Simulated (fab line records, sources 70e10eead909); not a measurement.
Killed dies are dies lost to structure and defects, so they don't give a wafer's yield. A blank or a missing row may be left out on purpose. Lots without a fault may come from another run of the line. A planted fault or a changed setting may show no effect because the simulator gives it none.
fab line records | flow nand_harc
record lots=22 wafers=66 last_day=34
route steps=1302 shown A_STAIRCASE@738 A_SGD_CUT@890
lots that met no fault: from a run of the same line without faults
start_h: hours from the record's first day to the start of the lot's first wafer shown | wait_h: hours since the lot's step before | " the same as in the row above | L1.1+2: a row that stands for several wafers | - no value, or no start given | * or withheld: withheld | < > ~ a bound
route shown NAME@n: a module of which the file shows steps, and the number in the route of the first | usual: mean/standard deviation of fault-free wafers | same: alike in all rows | chamber/n: place in a boat | sites: the reading at each site | _std_site: their standard deviation | _edge_site: outer sites' mean less inner sites' | radius_mm: how far each site lies from the wafer's centre | mask NAME#n: copy n | behind: the tool/chamber that last shaped the wafer | hold: why the lot was held/for how many hours/how that ended | device: the transistor (n, p or np) that didn't switch | end of line: the same wafers' tests at the end of the route | a step without rows: its recipe alone | killed: dies lost to structure and defects at the first sort, not the wafer's yield | map: a wafer's dies, x killed, . not, _ none there
set.NAME: the setting as run; set.NAME@STEP: as run at that earlier step | model.NAME: the simulator's own value behind a step, which no gauge read
steps of the route over a sample of lots; a table a step, a row a wafer
services: from which hour (start_h, from the record's first day; less than 0 if before it) a tool's chamber was out of use, for how many hours, and why
## steps
# step NHARC_A_STAIRCASE_TRIM_224
# recipe time_s=211.2 o2_flow_sccm=500 ar_flow_sccm=0 bias_w=0 chemistry=O2
# usual drypump_motor_current_A=5.63/0.29 oes_product_au=1.002/0.0072 rf_vpp_V=57.8/0.93 showerhead_plenum_p_Torr=3.53/0.15 throttle_valve_pct=17.037/0.0084
# same time_s=211.2
# columns lot.wafer tool chamber start_h wait_h drypump_motor_current_A oes_product_au rf_hours_counter_h rf_vpp_V showerhead_plenum_p_Torr throttle_valve_pct
L074.3 rie_diel-02 3 - - 5.23 1.008 50 57.5 3.61 17.037
L074.2 " 0 " " 5.66 1.005 49 55.7 3.32 17.035
L074.5 " 2 " " 6.02 1.014 - 56.4 3.43 17.030
L075.1 rie_diel-04 3 - - 4.96 1.005 4 59.6 3.47 17.039
L075.2 " 1 " " 5.72 0.995 3 58.7 3.63 17.046
L075.4 " 2 " " 5.98 1.002 4 58.7 3.61 17.023
L076.4 rie_diel-02 1 - - 5.77 1.000 46 58.2 3.75 17.049
L076.6 " 3 " " 5.24 0.999 - 58.3 3.60 17.031
L076.5 " 0 " " 5.63 1.013 - 56.7 3.32 17.046
L077.2 rie_diel-11 1 - - 5.73 1.021 30 58.1 3.42 17.040
L077.1 " 2 " " 5.82 1.008 30 57.5 3.28 17.030
L077.5 " 0 " " 5.36 1.007 - 56.4 3.32 17.035
L078.3 rie_diel-04 2 - - 5.94 1.002 12 57.3 3.60 17.038
L078.1 " 3 " " 4.96 1.003 11 57.5 3.47 17.042
L078.5 " 1 " " 5.70 0.997 - 58.5 3.63 17.056
L079.3 rie_diel-04 3 - - 4.96 0.996 13 58.5 3.47 17.041
L079.1 " 0 " " 5.61 0.998 12 58.9 3.65 17.027
L079.5 " 2 " " 5.95 0.992 - 57.2 3.60 17.031
L080.2 rie_diel-11 0 - - 5.37 1.004 46 57.1 3.31 17.054
L080.5 " 1 " " 5.75 1.006 - 56.5 3.41 17.027
L080.6 " 2 " " 5.80 1.010 - 57.4 3.27 17.028
L081.4 rie_diel-04 1 - - 5.73 1.000 20 59.1 3.62 17.030
L081.1 " 2 " " 5.96 0.996 21 58.9 3.60 17.045
L081.6 " 0 " " 5.61 1.006 - 57.8 3.65 17.046
L082.1 rie_diel-04 1 - - 5.71 0.998 24 57.1 3.62 17.031
L082.2 " 3 " " 4.97 1.000 24 56.5 3.46 17.022
L082.5 " 1 " " 5.72 0.999 - 57.8 3.62 17.042
L084.4 rie_diel-11 2 - - 5.81 1.001 4 58.4 3.81 17.031
L084.2 " 0 " " 5.37 0.996 6 57.3 3.30 17.035
L084.6 " 2 " " 5.85 0.998 - 58.7 3.81 17.032
L083.3 rie_diel-02 3 - - 5.23 0.983 20 58.0 3.59 17.040
L083.4 " 2 " " 6.03 0.992 25 57.6 3.41 17.040
L083.6 " 0 " " 5.61 1.001 - 57.6 3.30 17.027
L085.3 rie_diel-02 2 - - 6.03 1.003 28 58.7 3.41 17.029
L085.4 " 0 " " 5.65 1.004 23 59.6 3.30 17.038
L085.6 " 1 " " 5.80 1.005 - 58.4 3.73 17.022
L087.1 rie_diel-11 0 - - 5.35 1.000 17 56.6 3.30 17.027
L087.2 " 2 " " 5.82 1.003 12 58.8 3.80 17.045
L087.5 " 0 " " 5.35 0.998 - 57.0 3.30 17.037
L088.4 rie_diel-04 2 - - 5.98 0.991 50 57.1 3.58 17.033
L088.2 " 0 " " 5.61 1.012 46 58.6 3.63 17.039
L088.6 " 1 " " 5.72 0.997 - 56.7 3.61 17.048
L089.4 rie_diel-04 0 - - 5.60 0.996 46 58.1 3.63 17.034
L089.3 " 1 " " 5.73 0.997 48 58.0 3.61 17.031
L089.1 " 3 " " 4.98 0.995 48 58.3 3.45 17.035
L090.3 rie_diel-11 2 - - 5.84 1.003 20 58.6 3.80 17.031
L090.1 " 0 " " 5.32 1.003 27 56.9 3.29 17.047
L090.6 " 1 " " 5.74 1.004 - 58.7 3.40 17.041
L091.2 rie_diel-02 2 - - 6.01 0.994 42 60.3 3.40 17.046
L091.4 " 3 " " 5.25 0.994 37 58.7 3.58 17.045
L091.3 " 1 " " 5.78 1.003 40 58.5 3.73 17.034
L093.1 rie_diel-11 3 - - 5.73 1.001 38 57.4 3.63 17.033
L093.3 " 2 " " 5.82 0.993 31 58.8 3.79 17.034
L093.5 " 3 " " 5.74 1.006 - 57.3 3.63 17.054
L092.3 rie_diel-11 0 - - 5.35 1.005 43 57.6 3.28 17.029
L092.4 " 2 " " 5.82 1.008 32 58.4 3.79 17.049
L092.6 " 0 " " 5.33 1.008 - 57.4 3.28 17.033
L095.3 rie_diel-02 3 - - 5.24 1.003 45 57.2 3.58 17.031
L095.2 " 1 " " 5.81 1.001 52 58.6 3.72 17.028
L095.1 " 2 " " 6.04 1.010 55 57.7 3.40 17.036
L094.2 rie_diel-04 1 - - 5.73 1.002 13 58.2 3.59 17.028
L094.6 " 2 " " 5.96 1.003 - 58.3 3.57 17.030
L094.5 " 3 " " 5.00 1.007 - 55.3 3.44 17.037
L097.3 rie_diel-02 3 - - 5.20 0.996 8 58.5 3.57 17.049
L097.2 " 2 " " 6.02 0.998 4 57.5 3.39 17.035
L097.6 " 0 " " 5.64 1.002 - 58.2 3.28 17.038
# step NHARC_A_STAIRCASE_ETCH_225
# recipe target_depth_a=1000 time_s=40.5 ion_energy_ev=400 c4f8_flow_sccm=20 o2_flow_sccm=10 ar_flow_sccm=withheld rf_w=600 bias_w=1000 chemistry=C4F8/O2
# usual oes_product_au=0.944/0.0092 rf_fwd_power_W=594/3.1 rf_vpp_V=896/5.7
# same time_s=40.5
# columns lot.wafer tool chamber start_h wait_h oes_product_au rf_fwd_power_W rf_hours_counter_h rf_vpp_V
L074.2 rie_diel-02 0 - - 0.942 596 49 888
L074.3 " 1 " " 0.944 593 42 904
L074.5 " 3 " " 0.938 595 - 898
L075.4 rie_diel-04 0 - - 0.935 594 4 901
L075.1 " 1 " " 0.940 590 3 900
L075.2 " 2 " " 0.951 596 4 900
L076.4 rie_diel-02 0 - - 0.942 596 54 889
L076.5 " 0 " " 0.939 594 - 888
L076.6 " 1 " " 0.948 592 - 905
L077.2 rie_diel-11 2 - - 0.945 598 30 886
L077.1 " 3 " " 0.928 596 33 900
L077.5 " 2 " " 0.955 597 - 885
L078.3 rie_diel-04 2 - - 0.928 594 12 898
L078.1 " 1 " " 0.935 589 11 899
L078.5 " 3 " " 0.957 589 - 894
L079.1 rie_diel-04 1 - - 0.948 591 13 899
L079.3 " 2 " " 0.932 595 14 899
L079.5 " 3 " " 0.952 589 - 893
L080.2 rie_diel-11 2 - - 0.935 598 55 887
L080.5 " 2 " " 0.938 597 - 886
L080.6 " 3 " " 0.958 596 - 901
L081.1 rie_diel-04 1 - - 0.944 594 20 899
L081.4 " 2 " " 0.937 596 21 899
L081.6 " 0 " " 0.952 593 - 900
L082.2 rie_diel-04 2 - - 0.939 596 24 898
L082.1 " 3 " " 0.941 590 24 894
L082.5 " 1 " " 0.943 595 - 899
L084.4 rie_diel-11 3 - - 0.960 595 6 900
L084.2 " 1 " " 0.956 593 4 892
L084.6 " 3 " " 0.960 596 - 900
L083.4 rie_diel-02 3 - - 0.936 596 20 899
L083.3 " 1 " " 0.959 584 25 905
L083.6 " 3 " " 0.934 597 - 898
L085.4 rie_diel-02 1 - - 0.943 590 29 903
L085.3 " 0 " " 0.946 599 24 886
L085.6 " 2 " " 0.929 599 - 893
L087.1 rie_diel-11 2 - - 0.959 599 12 904
L087.2 " 0 " " 0.948 588 17 887
L087.5 " 3 " " 0.949 596 - 900
L088.2 rie_diel-04 1 - - 0.943 591 48 898
L088.4 " 0 " " 0.952 594 46 900
L088.6 " 1 " " 0.938 592 - 897
L089.4 rie_diel-04 3 - - 0.951 587 48 893
L089.1 " 1 " " 0.939 591 48 899
L089.3 " 2 " " 0.946 596 50 898
L090.3 rie_diel-11 1 - - 0.941 592 22 891
L090.1 " 2 " " 0.936 595 20 906
L090.6 " 3 " " 0.956 591 - 901
L091.4 rie_diel-02 1 - - 0.932 589 40 904
L091.2 " 2 " " 0.930 596 42 892
L091.3 " 3 " " 0.929 596 37 897
L093.1 rie_diel-11 0 - - 0.943 592 43 886
L093.3 " 1 " " 0.949 591 36 893
L093.5 " 3 " " 0.953 598 - 898
L092.4 rie_diel-11 1 - - 0.953 595 36 891
L092.3 " 2 " " 0.951 596 32 904
L092.6 " 3 " " 0.947 596 - 901
L095.3 rie_diel-02 0 - - 0.935 596 46 886
L095.1 " 1 " " 0.941 591 52 904
L095.2 " 2 " " 0.936 598 55 891
L094.2 rie_diel-04 1 - - 0.938 593 13 898
L094.5 " 2 " " 0.950 593 - 897
L094.6 " 3 " " 0.949 589 - 892
L097.2 rie_diel-02 3 - - 0.936 594 8 897
L097.3 " 1 " " 0.943 590 7 902
L097.6 " 3 " " 0.943 596 - 898
# step NHARC_A_STAIRCASE_STRIP_238
# recipe power_w=1500 temp_c=250 chemistry=O2
# usual drypump_motor_current_A=5.5/0.48 heater_power_w=337/14
# columns lot.wafer tool chamber start_h wait_h drypump_motor_current_A heater_power_w rf_hours_counter_h
L074.2 plasma_asher-02 0 361.60 0.1 4.8 345 18
L074.3 " 1 " " 5.8 351 -
L074.5 " 1 " " 5.7 350 -
L075.2 plasma_asher-01 1 380.15 0.1 5.8 330 7
L075.1 " 0 " " 5.9 321 7
L075.4 " 1 " " 5.8 337 -
L076.4 plasma_asher-02 0 380.37 0.2 4.8 340 -
L076.6 " 1 " " 5.8 335 -
L076.5 " 0 " " 4.8 341 -
L077.2 plasma_asher-01 1 380.51 0.1 5.8 346 7
L077.1 " 0 " " 5.9 314 7
L077.5 " 1 " " 5.8 341 -
L078.1 plasma_asher-02 0 402.79 0.1 4.8 341 27
L078.3 " 1 " " 5.8 334 -
L078.5 " 1 " " 5.7 348 -
L079.1 plasma_asher-01 1 407.75 0.1 5.8 345 11
L079.3 " 0 " " 5.9 311 -
L079.5 " 0 " " 5.9 315 -
L080.2 plasma_asher-02 1 425.35 0.1 5.8 349 32
L080.6 " 1 " " 5.8 347 -
L080.5 " 0 " " 4.8 352 -
L081.1 plasma_asher-02 1 426.49 0.1 5.8 355 32
L081.4 " 0 " " 4.8 349 -
L081.6 " 1 " " 5.8 343 -
L082.2 plasma_asher-01 1 442.28 0.1 5.8 339 17
L082.1 " 0 " " 5.9 310 17
L082.5 " 1 " " 5.8 344 -
L084.2 plasma_asher-02 1 461.88 0.1 5.7 348 3
L084.4 " 0 " " 4.8 337 -
L084.6 " 1 " " 5.8 349 -
L083.4 plasma_asher-02 1 465.02 0.2 5.8 347 -
L083.3 " 0 " " 4.8 336 -
L083.6 " 0 " " 4.8 348 -
L085.4 plasma_asher-02 1 475.81 0.2 5.8 345 -
L085.3 " 0 " " 4.8 339 -
L085.6 " 1 " " 5.8 343 -
L087.1 plasma_asher-02 1 487.18 0.1 5.8 343 8
L087.2 " 0 " " 4.8 343 8
L087.5 " 0 " " 4.8 343 -
L088.2 plasma_asher-02 0 506.82 0.1 4.8 343 12
L088.4 " 0 " " 4.8 335 -
L088.6 " 0 " " 4.8 336 -
L089.1 plasma_asher-01 0 507.70 0.1 6.0 311 32
L089.4 " 1 " " 5.8 342 -
L089.3 " 0 " " 5.9 310 -
L090.1 plasma_asher-02 0 521.84 0.2 4.8 341 16
L090.3 " 1 " " 5.7 352 -
L090.6 " 0 " " 4.8 339 -
L091.2 plasma_asher-02 0 522.97 0.1 4.8 337 16
L091.3 " 0 " " 4.8 337 -
L091.4 " 1 " " 5.8 348 -
L093.1 plasma_asher-02 1 551.46 0.1 5.8 349 22
L093.3 " 1 " " 5.8 346 -
L093.5 " 0 " " 4.8 330 -
L092.4 plasma_asher-02 0 551.79 0.2 4.8 338 -
L092.3 " 1 " " 5.8 345 -
L092.6 " 1 " " 5.8 336 -
L095.1 plasma_asher-01 0 561.99 0.1 5.9 313 7
L095.2 " 1 " " 5.8 324 7
L095.3 " 1 " " 5.8 319 -
L094.2 plasma_asher-01 0 582.54 0.1 5.9 307 10
L094.6 " 0 " " 5.9 300 -
L094.5 " 1 " " 5.8 325 -
L097.2 plasma_asher-01 1 600.92 0.1 5.8 336 15
L097.3 " 0 " " 6.0 300 -
L097.6 " 1 " " 5.8 330 -
# step NHARC_A_STAIRCASE_HM_OPEN_457
# recipe o2_flow_sccm=400 cos_flow_sccm=20 ar_flow_sccm=0 rf_w=500 bias_w=300 chemistry=O2/COS
# usual drypump_motor_current_A=5.6/0.3 oes_product_au=1.002/0.0072 rf_fwd_power_W=499.3/1.7 rf_vpp_V=467/3.1 showerhead_plenum_p_Torr=3.13/0.14 throttle_valve_pct=28.330/0.0089
# columns lot.wafer tool chamber start_h wait_h drypump_motor_current_A oes_product_au rf_fwd_power_W rf_hours_counter_h rf_vpp_V showerhead_plenum_p_Torr throttle_valve_pct
L074.3 rie_diel-02 3 - - 5.2 0.999 498.8 51 468 3.19 28.337
L074.2 " 0 " " 5.6 1.004 500.7 50 462 2.93 28.332
L074.5 " 0 " " 5.6 1.013 497.6 - 463 2.93 28.328
L075.2 rie_diel-04 0 - - 5.6 1.010 497.8 5 470 3.24 28.322
L075.4 " 1 " " 5.7 0.996 497.3 5 469 3.21 28.330
L075.1 " 2 " " 6.0 0.997 496.5 6 469 3.19 28.339
L077.2 rie_diel-02 1 - - 5.8 0.996 498.8 51 470 3.32 28.330
L077.1 " 2 " " 6.0 1.006 500.8 53 465 3.03 28.333
L077.5 " 0 " " 5.6 0.995 500.0 - 464 2.93 28.321
L076.4 rie_diel-11 0 - - 5.3 0.994 500.4 34 462 2.93 28.319
L076.5 " 1 " " 5.7 1.017 497.5 - 466 3.02 28.314
L076.6 " 2 " " 5.8 1.013 498.4 - 461 2.90 28.339
L078.1 rie_diel-04 3 - - 5.0 0.997 498.6 16 466 3.06 28.328
L078.3 " 2 " " 6.0 0.996 498.0 16 469 3.19 28.336
L078.5 " 3 " " 5.0 0.995 498.0 - 466 3.06 28.331
L079.1 rie_diel-04 2 - - 6.0 0.996 500.0 17 469 3.18 28.359
L079.3 " 3 " " 5.0 0.999 498.4 17 464 3.06 28.328
L079.5 " 1 " " 5.7 0.994 501.6 - 469 3.21 28.333
L080.2 rie_diel-02 2 - - 6.0 0.997 499.0 11 467 3.02 28.328
L080.5 " 3 " " 5.2 0.998 499.1 - 469 3.18 28.333
L080.6 " 0 " " 5.7 0.995 500.3 - 463 2.93 28.323
L081.4 rie_diel-04 0 - - 5.6 1.008 501.3 21 469 3.23 28.341
L081.1 " 2 " " 6.0 1.002 499.1 23 469 3.18 28.336
L081.6 " 3 " " 5.0 1.010 496.8 - 465 3.06 28.332
L082.1 rie_diel-04 1 - - 5.7 1.001 500.7 26 469 3.20 28.328
L082.2 " 2 " " 5.9 0.992 500.7 26 469 3.18 28.319
L082.5 " 3 " " 5.0 1.002 496.9 - 466 3.06 28.324
L084.2 rie_diel-11 2 - - 5.8 1.000 502.6 7 472 3.37 28.333
L084.4 " 1 " " 5.7 1.012 499.2 9 466 3.01 28.333
L084.6 " 2 " " 5.8 0.992 501.2 - 472 3.37 28.332
L083.4 rie_diel-02 3 - - 5.2 0.998 502.7 22 468 3.18 28.345
L083.3 " 0 " " 5.7 1.009 498.9 22 464 2.92 28.322
L083.6 " 3 " " 5.2 0.996 503.8 - 469 3.18 28.332
L085.4 rie_diel-04 3 - - 5.0 0.996 500.2 38 466 3.05 28.327
L085.3 " 0 " " 5.6 1.002 498.3 39 470 3.22 28.333
L085.6 " 2 " " 6.0 0.981 501.1 - 468 3.17 28.343
L087.2 rie_diel-11 0 - - 5.3 1.004 498.1 20 462 2.91 28.317
L087.1 " 1 " " 5.8 1.007 498.0 16 463 3.01 28.334
L087.5 " 1 " " 5.7 1.010 500.5 - 464 3.01 28.338
L088.4 rie_diel-04 0 - - 5.6 1.003 500.7 48 467 3.21 28.323
L088.2 " 2 " " 5.9 1.000 500.5 51 467 3.17 28.326
L088.6 " 0 " " 5.6 0.998 500.7 - 470 3.21 28.334
L089.3 rie_diel-02 2 - - 6.0 0.998 497.6 39 466 3.01 28.330
L089.1 " 0 " " 5.7 0.999 497.4 32 462 2.91 28.329
L089.4 " 1 " " 5.8 1.000 498.0 37 471 3.30 28.334
L090.3 rie_diel-04 0 - - 5.6 1.010 501.1 56 470 3.21 28.339
L090.1 " 1 " " 5.7 0.999 499.9 58 467 3.19 28.335
L090.6 " 3 " " 5.0 1.004 500.1 - 467 3.04 28.318
L091.3 rie_diel-11 1 - - 5.7 1.003 499.8 27 463 3.00 28.326
L091.2 " 2 " " 5.8 0.993 500.6 24 471 3.36 28.329
L091.4 " 3 " " 5.7 1.011 503.9 30 468 3.22 28.327
L093.3 rie_diel-04 0 - - 5.6 1.008 497.7 6 470 3.21 28.328
L093.1 " 3 " " 5.0 1.007 496.3 4 466 3.04 28.337
L093.5 " 1 " " 5.7 1.011 500.2 - 470 3.18 28.336
L092.4 rie_diel-11 1 - - 5.7 1.013 498.6 38 464 3.00 28.322
L092.3 " 3 " " 5.7 1.017 501.0 40 470 3.21 28.340
L092.6 " 0 " " 5.4 1.022 497.6 - 462 2.90 28.344
L095.1 rie_diel-04 3 - - 4.9 1.016 498.2 8 467 3.04 28.339
L095.2 " 0 " " 5.6 1.013 500.2 9 470 3.20 28.318
L095.3 " 1 " " 5.7 1.010 498.2 9 469 3.18 28.350
L094.2 rie_diel-02 1 - - 5.8 1.005 500.1 1 471 3.29 28.327
L094.5 " 0 " " 5.7 0.996 498.6 - 463 2.91 28.332
L094.6 " 1 " " 5.8 1.002 499.7 - 471 3.29 28.324
L097.3 rie_diel-11 2 - - 5.8 0.998 499.9 50 472 3.35 28.320
L097.2 " 3 " " 5.7 0.998 497.7 56 469 3.20 28.326
L097.6 " 0 " " 5.3 0.993 498.7 - 462 2.89 28.329
# step NHARC_A_STAIRCASE_HM_OPEN_463
# recipe o2_flow_sccm=400 cos_flow_sccm=20 ar_flow_sccm=0 rf_w=500 bias_w=300 chemistry=O2/COS
# usual drypump_motor_current_A=5.64/0.29 oes_product_au=1.002/0.0078 rf_fwd_power_W=499.3/1.6 rf_vpp_V=467/3.1 showerhead_plenum_p_Torr=3.11/0.14 throttle_valve_pct=28.330/0.0092
# columns lot.wafer tool chamber start_h wait_h drypump_motor_current_A oes_product_au rf_fwd_power_W rf_hours_counter_h rf_vpp_V showerhead_plenum_p_Torr throttle_valve_pct
L074.3 rie_diel-11 1 - - 5.77 1.004 498.7 31 466 3.02 28.336
L074.2 " 3 " " 5.74 1.003 497.7 33 469 3.24 28.331
L074.5 " 0 " " 5.36 1.005 498.6 - 461 2.93 28.328
L075.4 rie_diel-02 2 - - 6.00 1.004 498.0 1 464 3.03 28.336
L075.2 " 3 " " 5.25 0.994 500.4 1 468 3.19 28.310
L075.1 " 0 " " 5.65 1.007 502.6 1 463 2.93 28.334
L077.2 rie_diel-11 0 - - 5.36 1.005 498.0 40 464 2.93 28.331
L077.1 " 2 " " 5.80 0.996 500.7 47 462 2.89 28.321
L077.5 " 3 " " 5.71 1.014 502.0 - 470 3.24 28.329
L076.4 rie_diel-04 1 - - 5.72 0.991 499.9 15 468 3.21 28.341
L076.6 " 1 " " 5.70 0.995 499.8 - 469 3.21 28.345
L076.5 " 2 " " 5.98 0.995 497.0 - 468 3.19 28.340
L078.1 rie_diel-11 0 - - 5.33 1.014 501.7 46 462 2.92 28.339
L078.3 " 2 " " 5.81 0.994 497.3 55 461 2.89 28.340
L078.5 " 1 " " 5.74 1.008 498.2 - 466 3.02 28.331
L079.3 rie_diel-11 3 - - 5.72 1.017 500.5 56 471 3.23 28.326
L079.1 " 1 " " 5.75 1.015 499.1 49 466 3.01 28.336
L079.5 " 2 " " 5.83 1.002 499.7 - 462 2.89 28.328
L080.2 rie_diel-02 3 - - 5.24 0.993 499.6 13 468 3.18 28.341
L080.5 " 3 " " 5.24 0.998 500.9 - 467 3.18 28.334
L080.6 " 0 " " 5.65 1.008 502.0 - 463 2.92 28.323
L081.1 rie_diel-02 2 - - 6.03 0.985 499.9 15 466 3.02 28.325
L081.4 " 0 " " 5.64 0.992 498.4 12 463 2.92 28.345
L081.6 " 3 " " 5.23 0.997 499.5 - 469 3.18 28.335
L082.2 rie_diel-02 2 - - 6.00 0.994 500.8 24 466 3.02 28.334
L082.1 " 3 " " 5.21 0.989 500.3 19 470 3.18 28.334
L082.5 " 3 " " 5.25 0.995 503.9 - 468 3.18 28.325
L084.2 rie_diel-11 0 - - 5.37 0.997 498.3 16 464 2.92 28.321
L084.4 " 0 " " 5.36 1.004 498.1 - 463 2.92 28.334
L084.6 " 2 " " 5.81 1.004 499.8 - 472 3.37 28.325
L083.4 rie_diel-02 2 - - 6.03 0.995 500.2 31 464 3.01 28.346
L083.3 " 1 " " 5.78 0.996 500.3 31 471 3.31 28.327
L083.6 " 3 " " 5.24 0.993 502.0 - 469 3.17 28.327
L085.4 rie_diel-04 1 - - 5.70 1.006 496.9 46 467 3.19 28.336
L085.3 " 2 " " 5.94 1.009 499.3 47 469 3.17 28.343
L085.6 " 3 " " 5.00 1.007 498.9 - 465 3.05 28.330
L087.1 rie_diel-11 0 - - 5.35 0.990 497.8 24 463 2.91 28.325
L087.2 " 2 " " 5.82 0.997 499.6 17 472 3.36 28.319
L087.5 " 0 " " 5.33 0.998 499.2 - 462 2.91 28.343
L089.1 rie_diel-04 0 - - 5.62 1.010 501.6 55 469 3.21 28.334
L089.3 " 1 " " 5.73 1.005 498.9 58 469 3.19 28.333
L089.4 " 3 " " 4.98 1.028 496.2 56 466 3.04 28.323
L088.2 rie_diel-02 1 530.08 0.2 5.82 1.000 499.9 43 471 3.30 28.326
L088.4 " 1 " " 5.79 1.001 498.3 - 470 3.30 28.324
L088.6 " 2 " " 6.02 0.997 500.6 - 464 3.01 28.324
L090.1 rie_diel-11 0 - - 5.35 1.009 498.0 41 462 2.90 28.326
L090.3 " 2 " " 5.80 0.996 498.4 30 472 3.36 28.333
L090.6 " 3 " " 5.72 1.004 500.7 - 468 3.21 28.335
L091.2 rie_diel-02 0 - - 5.63 1.006 498.3 44 462 2.91 28.331
L091.3 " 1 " " 5.83 1.006 498.6 50 472 3.30 28.314
L091.4 " 2 " " 6.02 1.002 500.8 53 465 3.00 28.341
L093.3 rie_diel-04 1 - - 5.69 1.004 497.1 11 469 3.18 28.336
L093.1 " 0 " " 5.62 1.007 499.9 10 469 3.20 28.336
L093.5 " 2 " " 5.97 1.000 498.8 - 469 3.16 28.334
L092.3 rie_diel-04 3 - - 4.98 1.000 500.3 9 466 3.04 28.325
L092.4 " 0 " " 5.61 1.000 496.5 10 468 3.20 28.320
L092.6 " 0 " " 5.58 0.990 498.9 - 469 3.20 28.332
L095.2 rie_diel-11 2 - - 5.80 0.991 497.4 39 471 3.35 28.309
L095.1 " 3 " " 5.72 1.011 497.1 46 468 3.21 28.314
L095.3 " 1 " " 5.78 1.007 501.8 46 466 2.99 28.333
L094.2 rie_diel-11 3 - - 5.72 1.009 502.5 53 471 3.21 28.340
L094.5 " 3 " " 5.73 1.008 500.6 - 469 3.20 28.330
L094.6 " 0 " " 5.33 1.002 497.0 - 462 2.89 28.320
L097.3 rie_diel-02 1 - - 5.77 1.010 500.3 16 471 3.28 28.326
L097.2 " 0 " " 5.64 1.003 497.2 16 462 2.90 28.332
L097.6 " 1 " " 5.76 1.008 499.6 - 469 3.28 28.324
# step NHARC_A_SGD_CUT_DEP_00
# recipe target_thk_a=500 temp_c=400 target_thk_nm=50 flow_sccm=200 rf_w=450 material=SiNx
# usual heater_power_w=701/95 rf_fwd_power_W=448.2/1.5 susceptor_temp_C=400.00/0.2
# columns lot.wafer tool chamber start_h wait_h heater_power_w rf_fwd_power_W susceptor_temp_C
L074.2 pecvd-04 1 439.23 0.1 810 448.0 400.00
L074.3 " 2 " " 668 445.4 399.98
L074.5 " 1 " " 815 447.0 400.29
L075.1 pecvd-02 1 455.58 0.1 611 447.2 399.91
L075.2 " 2 " " 810 447.9 399.96
L075.4 " 2 " " 827 448.8 399.97
L077.1 pecvd-03 1 456.33 0.1 628 450.3 399.99
L077.2 " 2 " " 674 448.5 400.24
L077.5 " 1 " " 639 449.5 400.03
L076.6 pecvd-03 2 459.84 0.1 627 448.0 400.01
L076.4 " 0 " " 894 449.0 400.03
L076.5 " 1 " " 643 449.8 400.26
L078.3 pecvd-04 2 473.84 0.1 723 445.7 399.81
L078.1 " 0 " " 682 449.2 399.69
L078.5 " 1 " " 825 447.4 400.03
L079.3 pecvd-03 2 473.93 0.1 569 449.9 399.88
L079.1 " 0 " " 828 448.5 399.86
L079.5 " 1 " " 657 447.6 399.95
L080.2 pecvd-03 0 501.74 0.1 746 444.8 400.05
L080.6 " 0 " " 753 447.4 399.88
L080.5 " 1 " " 580 449.0 399.77
L081.1 pecvd-02 1 502.21 0.1 724 449.3 399.99
L081.4 " 2 " " 841 448.1 399.79
L081.6 " 1 " " 751 449.0 400.25
L082.1 pecvd-03 2 519.84 0.1 688 447.9 400.17
L082.2 " 1 " " 560 451.4 399.95
L082.5 " 0 " " 846 447.0 400.29
L084.2 pecvd-02 1 534.08 0.1 673 447.3 400.38
L084.6 " 2 " " 787 447.9 399.84
L084.4 " 0 " " 550 447.5 399.90
L083.3 pecvd-04 2 534.37 0.1 689 446.6 400.18
L083.4 " 1 " " 854 449.4 399.71
L083.6 " 0 " " 662 447.3 400.50
L085.3 pecvd-03 2 544.78 0.1 620 448.4 399.50
L085.6 " 1 " " 586 448.4 400.21
L085.4 " 2 " " 613 448.0 399.87
L087.2 pecvd-04 2 554.83 0.1 712 449.9 399.74
L087.1 " 0 " " 700 449.8 399.91
L087.5 " 2 " " 722 447.5 399.81
L089.1 pecvd-03 1 577.44 0.1 688 449.5 399.89
L089.3 " 2 " " 633 448.3 400.16
L089.4 " 1 " " 662 448.2 400.09
L088.2 pecvd-04 1 577.70 0.1 839 446.5 399.93
L088.4 " 0 " " 698 446.2 399.77
L088.6 " 2 " " 617 447.2 399.86
L091.3 pecvd-03 1 595.29 0.1 583 448.1 399.87
L091.2 " 0 " " 814 448.6 400.07
L091.4 " 0 " " 795 448.0 400.14
L090.1 pecvd-03 2 595.50 0.1 648 445.9 400.38
L090.3 " 0 " " 870 447.0 400.19
L090.6 " 2 " " 662 446.4 399.70
L095.2 pecvd-04 1 625.11 0.1 820 450.1 400.24
L095.1 " 2 " " 712 446.2 399.67
L095.3 " 0 " " 687 449.6 399.93
L093.1 pecvd-02 2 625.51 0.1 687 448.7 399.75
L093.3 " 1 " " 694 449.1 400.04
L093.5 " 0 " " 680 449.2 399.87
L092.3 pecvd-04 0 627.84 0.1 701 449.0 400.11
L092.4 " 2 " " 688 448.6 399.85
L092.6 " 1 " " 829 445.1 400.00
L094.2 pecvd-03 0 646.78 0.1 847 444.4 400.06
L094.5 " 1 " " 620 450.1 399.77
L094.6 " 2 " " 575 448.5 400.21
L097.2 pecvd-02 1 669.60 0.1 676 449.3 400.26
L097.3 " 2 " " 673 448.6 400.19
L097.6 " 2 " " 678 447.6 399.78
## services
# columns tool chamber start_h hours kind
rie_diel-02 2 337.12 14.5 repair
rie_diel-02 1 345.74 9.2 repair
rie_diel-04 - 354.90 9.0 pm
pecvd-03 - 366.22 13.0 pm
rie_diel-02 - 393.85 9.0 pm
rie_diel-11 - 435.05 9.0 pm
plasma_asher-02 - 443.20 9.0 pm
rie_diel-11 3 472.03 2.5 repair
rie_diel-11 2 475.80 1.7 repair
plasma_asher-02 - 479.50 3.0 repair
rie_diel-11 1 479.93 1.9 repair
rie_diel-11 2 499.34 4.3 repair
pecvd-03 - 520.06 0.8 repair
rie_diel-02 0 528.43 4.4 repair
rie_diel-04 - 531.90 9.0 pm
pecvd-03 - 547.22 13.0 pm
rie_diel-02 0 548.83 3.4 repair
rie_diel-02 - 573.09 9.0 pm
rie_diel-11 1 593.13 14.8 repair
rie_diel-11 - 612.05 9.0 pm
plasma_asher-02 - 620.20 9.0 pm
rie_diel-11 3 632.52 1.7 repair
rie_diel-02 3 644.39 1.7 repair
plasma_asher-02 - 662.81 0.7 repair
## key
fault none
